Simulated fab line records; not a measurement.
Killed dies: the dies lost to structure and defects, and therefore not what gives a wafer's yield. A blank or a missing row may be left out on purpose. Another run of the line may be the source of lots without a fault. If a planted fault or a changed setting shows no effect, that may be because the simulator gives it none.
Chamber matching    flow n5Finfet    aldMetal-03 running N5_BEOL_M1_ALD_84: 4 sister chambers
The step deposits TaN, pulse time 2 s, purge time 3 s, co reactant purge time 2 s. 8 wafers are shown with their chamber, then 8 later ones without.

WAFERS, EACH WITH ITS CHAMBER
wafer   chamber  heaterPowerW (W)
L083.6  0        372
L085.3  3        414
L085.5  2        395
L085.6  3        415
L087.2  2        394
L087.3  1        402
L087.5  1        406
L089.1  0        371

WAFERS WITHOUT THEIR CHAMBER
wafer   heaterPowerW (W)
L089.5  411
L089.6  397
L090.1  362
L090.3  406
L090.5  372
L094.1  412
L094.5  412
L094.6  401

THE CHAMBER EACH PASSED THROUGH
wafer    from the rows above   in truth
L089.5   3                     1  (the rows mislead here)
L089.6   2                     2
L090.1   0                     0
L090.3   1                     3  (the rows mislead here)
L090.5   0                     0
L094.1   3                     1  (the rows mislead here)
L094.5   3                     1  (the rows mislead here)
L094.6   1                     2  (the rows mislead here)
Correctly placed: 3 of 8. Left unplaced by these rows: 0. Wrongly placed: 5.
How it was worked out, from the rows above alone: a wafer's distance from a chamber is the root of the sum, over the readings, of the square of ((its reading less the chamber's mean) divided by the reading's scatter). If the next closest chamber is less than 2 further off than the closest, the wafer can't be placed; otherwise it belongs to the closest. For every chamber, the mean is computed from those of its wafers that are shown. The scatter is the square root of a quotient: the sum, over the shown wafers, of each reading's squared deviation from its chamber's mean, divided by wafers minus chambers.
